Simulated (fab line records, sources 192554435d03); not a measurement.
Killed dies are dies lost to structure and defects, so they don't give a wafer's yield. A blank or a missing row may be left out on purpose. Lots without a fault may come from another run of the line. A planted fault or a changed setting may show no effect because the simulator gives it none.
A struck lot beside a sound one | flow n5_finfet | 38 steps out of a route of 1938
Sound: wafers L233.2, L233.4, L233.6. Struck: wafers L243.2, L243.3, L243.6. The cause comes at the end.
At each step with rows: each side's tool, then ch and its chambers, then its first start. Under that, the readings that differ: sound wafers | struck wafers | difference of the means | sigmas: that difference in standard deviations of wafers without a fault.
alike: readings whose means differ by less than 2 such deviations, and words and numbers that are the same on both sides. not compared: withheld readings, readings that some wafer has no value for, bounds like >300 that may hide the same value, and numbers for which the record gives no deviation and whose values overlap.
The two part at a step that has a row with sigmas, a row that says differs or no value, or rows on one side only. Numbers that don't overlap but have no deviation are shown without sigmas and don't part them. A reading that every wafer of one side lacks parts them only if that side has two wafers or more.

first, 9 steps without rows for these wafers: N5_GATE_CUT_CMP_23 (polishes, stops on SiO2, t overpolish 23.4 s, target thk 16 nm); N5_GATE_CUT_CMP_43 (polishes SiO2); N5_GATE_CUT_CMP_61 (polishes, stops on SiNx, t overpolish 3 s); N5_MOL_CONTACT_COAG_COAT_103 (time 60 s, resist thk 80 nm); N5_MOL_CONTACT_COAG_COAT_104 (time 60 s, resist thk 12 nm); N5_MOL_CONTACT_COAG_COAT_58 (time 60 s, resist thk 10 nm); N5_MOL_CONTACT_COAG_COAT_02 (resist thk 30 nm); N5_MOL_CONTACT_COAG_EBR_04; N5_MOL_CONTACT_COAG_SOFTBAKE_03 (time 60 s).
N5_MOL_CONTACT_COAG_EXPOSE_05: exposes mask CA, defocus 0 nm.
  sound on euv_scanner-01 ch 0, day 5 01:17; struck on euv_scanner-01 ch 0, day 7 13:04
  reading              | sound             | struck            | difference | sigmas
  exposure_dose_mJ_cm2 | 38.21 38.22 38.25 | 36.55 36.56 36.60 | -1.66      | -37
  alike: mask
then, 2 steps without rows for these wafers: N5_MOL_CONTACT_COAG_PEB_06 (peb time 60 s); N5_MOL_CONTACT_COAG_DEVELOP_07 (develop time 30 s).
N5_MOL_CONTACT_COAG_CD_MEAS_08: target cd 28 nm.
  sound on cd_sem-03 ch 0, day 5 01:25; struck on cd_sem-02 ch 0, day 7 13:11
  reading    | sound             | struck            | difference | sigmas
  cd_nm (nm) | 27.92 27.96 28.29 | 26.71 27.03 27.17 | -1.09      | -5
then, 1 step without rows for these wafers: N5_MOL_CONTACT_COAG_DESCUM_13 (chemistry O2, time 7 s).
N5_MOL_CONTACT_COAG_ETCH_59: etches underlayer in N2/H2, target depth 13 nm, time 10.4 s.
  sound on rie_diel-01 ch 1,2,3, day 5 02:26; struck on rie_diel-01 ch 0,2,3, day 7 13:20
  reading                                  | sound      | struck       | difference | sigmas
  model.MOL_CONTACT_COAG.cd_offset_nm (nm) | 0.2 -0.2 0 | -1.4 -1 -0.8 | -1.1       |
  alike: drypump_motor_current_A, etch_rf_on_time_s, oes_product_au, rf_fwd_power_W, rf_vpp_V, showerhead_plenum_p_Torr, throttle_valve_pct
  not compared: rf_hours_counter_h
then, 7 steps without rows for these wafers: N5_MOL_CONTACT_COAG_ETCH_105 (etches SiARC in CF4, target depth 15.6 nm, time 26 s); N5_MOL_CONTACT_COAG_ETCH_106 (etches SOC in N2/H2, target depth 80 nm, overetch 16 nm, time 120 s); N5_MOL_CONTACT_COAG_STRIP_107 (strips in N2/H2); N5_MOL_CONTACT_COAG_STRIP_108 (strips in N2/H2); N5_MOL_CONTACT_COAG_CONTACT_ETCH_14 (etches SiO2 in C4F6/O2, target depth 27.5 nm, overetch 8.5 nm, time 20 s); N5_MOL_CONTACT_COAG_STRIP_109 (strips in C4F6/O2); N5_MOL_CONTACT_COAG_ETCH_15 (etches SiNx in CH3F/O2, stops on Si:P, target depth 7 nm).
N5_MOL_CONTACT_COAG_ETCH_110: etches Si in CF4/O2, target depth 2.5 nm, time 8 s.
  sound on rie_diel-01 ch 1,2,3, day 5 02:41; struck on rie_diel-01 ch 0,2,3, day 7 13:35
  reading                                  | sound     | struck       | difference | sigmas
  model.MOL_CONTACT_COAG.cd_offset_nm (nm) | 0.4 0 0.4 | -1.6 -1.2 -1 | -1.5       |
  alike: drypump_motor_current_A, oes_product_au, rf_fwd_power_W, rf_vpp_V, showerhead_plenum_p_Torr, throttle_valve_pct
  not compared: rf_hours_counter_h
then, 1 step without rows for these wafers: N5_MOL_CONTACT_COAG_STRIP_98 (strips in N2/H2).
N5_MOL_CONTACT_COAG_CD_MEAS_99: target cd 17.2 nm.
  sound on cd_sem-01, day 5 02:48; struck on cd_sem-01, day 7 13:42
  reading    | sound          | struck         | difference | sigmas
  cd_nm (nm) | 17.5 17.1 17.6 | 15.7 15.9 16.1 | -1.5       | -4
then, 12 steps without rows for these wafers: N5_MOL_CONTACT_COAG_IMPLANT_129; N5_MOL_CONTACT_COAG_PRECLEAN_111 (cleans in NF3:NH3, afs cycles 1, time 20 s, sublimation time 60 s); N5_MOL_CONTACT_COAG_TI_SIL_19 (material Ti, target thk 4.2 nm, time 15 s); N5_MOL_CONTACT_COAG_ALD_20 (deposits TiN, target thk 1.5 nm, pulse time 1 s, purge time 3 s); N5_MOL_CONTACT_COAG_SIL_ANNEAL_21 (time 60 s); N5_MOL_CONTACT_COAG_PRE_CLEAN_141 (time 60 s); N5_MOL_CONTACT_COAG_SPUTTER_143 (material Co, target thk 2.5 nm); N5_MOL_CONTACT_COAG_CO_FILL_22 (material Co, precursor CCTBA/H2, target thk 20 nm); N5_MOL_CONTACT_COAG_ANNEAL_113 (time 300 s); N5_MOL_CONTACT_COAG_PRE_CLEAN_142 (time 60 s); N5_MOL_CONTACT_COAG_SPUTTER_130 (material Co, target thk 47.5 nm); N5_MOL_CONTACT_COAG_PRECLEAN_125 (cleans in DIW, time 57.5 s).
-- the record jumps here: 3 days lie between the struck wafers' starts before and after (it left off in module MOL_CONTACT_COAG and takes up again in module BEOL_M4, whose first step shown is number 1111 of the route) --
N5_BEOL_M4_RC_MEAS_101:
  sound on prober-02 ch 0, day 8 11:43; struck on prober-01 ch 0, day 10 09:25
  reading             | sound          | struck         | difference | sigmas
  RC_DENSE_N (ohm.um) | 18.8 19.4 18.9 | 21.9 21.1 20.2 | +2.0       | +4
  RC_DENSE_P (ohm.um) | 23.5 24.0 23.5 | 27.5 26.5 25.2 | +2.7       | +4
  RC_N (ohm.um)       | 15.4 15.9 15.5 | 17.7 17.2 16.5 | +1.5       | +4
  RC_P (ohm.um)       | 19.3 19.8 19.3 | 22.1 21.7 20.6 | +2.0       | +4
  alike: DIBL_N, DIBL_P, IOFF_N, IOFF_P, ION_N, ION_P, SS_N, SS_P, VT_N, VT_P

WHERE THEY PART
First at N5_MOL_CONTACT_COAG_EXPOSE_05; last, within this record, at N5_BEOL_M4_RC_MEAS_101.

WHY: what the simulator had put in
Process parameter drift: euv_scanner-01, from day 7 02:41 on, at N5_MOL_CONTACT_COAG_EXPOSE_05. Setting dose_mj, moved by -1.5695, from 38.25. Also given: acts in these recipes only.
